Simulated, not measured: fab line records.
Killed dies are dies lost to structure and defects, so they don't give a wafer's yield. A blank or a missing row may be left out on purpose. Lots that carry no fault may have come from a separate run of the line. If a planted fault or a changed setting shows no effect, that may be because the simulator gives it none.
Chamber matching | flow n5_finfet | pecvd-03 running N5_SDB_HM_DEP_00: 3 sister chambers
The step deposits SiNx from SiH4/NH3/N2, target thk 40 nm, time 35.3 s. 18 wafers are shown with their chamber, then 9 later ones without.

## EACH WAFER AND ITS CHAMBER
wafer  | chamber | throttle_valve_pct (%) | showerhead_plenum_p_Torr (Torr) | heater_power_w (W)
L074.1 | 2       | 37.3                   | 5.18                            | 600
L074.2 | 1       | 41.9                   | 5.15                            | 724
L074.4 | 1       | 41.9                   | 5.16                            | 726
L075.3 | 1       | 41.8                   | 5.15                            | 750
L075.4 | 1       | 42.4                   | 5.16                            | 737
L075.6 | 0       | 40.1                   | 5.19                            | 786
L080.1 | 1       | 42.2                   | 5.15                            | 797
L080.2 | 0       | 40.2                   | 5.19                            | 796
L080.4 | 2       | 37.6                   | 5.18                            | 677
L085.1 | 2       | 37.6                   | 5.17                            | 670
L085.3 | 1       | 42.2                   | 5.15                            | 795
L085.5 | 2       | 37.8                   | 5.17                            | 678
L087.1 | 0       | 40.4                   | 5.17                            | 760
L087.4 | 2       | 37.7                   | 5.17                            | 621
L087.5 | 1       | 41.8                   | 5.16                            | 776
L089.3 | 2       | 37.9                   | 5.18                            | 606
L089.4 | 0       | 40.2                   | 5.20                            | 661
L089.6 | 0       | 40.5                   | 5.20                            | 653

SIGNATURES (averages over the wafers above)
reading                  | chamber 0 | chamber 1 | chamber 2 | scatter within a chamber
throttle_valve_pct       | 40.280    | 42.029    | 37.650    | 0.209
showerhead_plenum_p_Torr | 5.1900    | 5.1543    | 5.1750    | 0.00784
heater_power_w           | 731.20    | 757.86    | 642.00    | 46
Rule: distance of a wafer from a chamber = root of the sum over the readings of ((wafer's reading minus chamber's mean) / reading's scatter) squared. If the next closest chamber is less than 2 further off than the closest, the wafer can't be placed; otherwise it belongs to the closest. How the scatter is found: for the shown wafers, subtract from each reading the mean of its chamber, square and add these, divide the total by (wafers less chambers), then take the root.

## WAFERS MISSING THEIR CHAMBER
wafer  | throttle_valve_pct (%) | showerhead_plenum_p_Torr (Torr) | heater_power_w (W)
L092.2 | 41.9                   | 5.15                            | 671
L092.4 | 42.1                   | 5.15                            | 683
L092.5 | 37.6                   | 5.17                            | 585
L093.1 | 41.8                   | 5.15                            | 746
L093.5 | 42.2                   | 5.16                            | 731
L093.6 | 40.7                   | 5.18                            | 649
L096.2 | 42.2                   | 5.16                            | 757
L096.4 | 37.9                   | 5.19                            | 667
L096.6 | 42.1                   | 5.15                            | 742

## CHAMBER TAKEN BY EACH
wafer  | from the rows above | in truth
L092.2 | 1                   | 1
L092.4 | 1                   | 1
L092.5 | 2                   | 2
L093.1 | 1                   | 1
L093.5 | 1                   | 1
L093.6 | 0                   | 0
L096.2 | 1                   | 1
L096.4 | 2                   | 2
L096.6 | 1                   | 1
Correctly placed: 9 of 9. Not placeable from these rows: 0. Placed wrongly: 0.
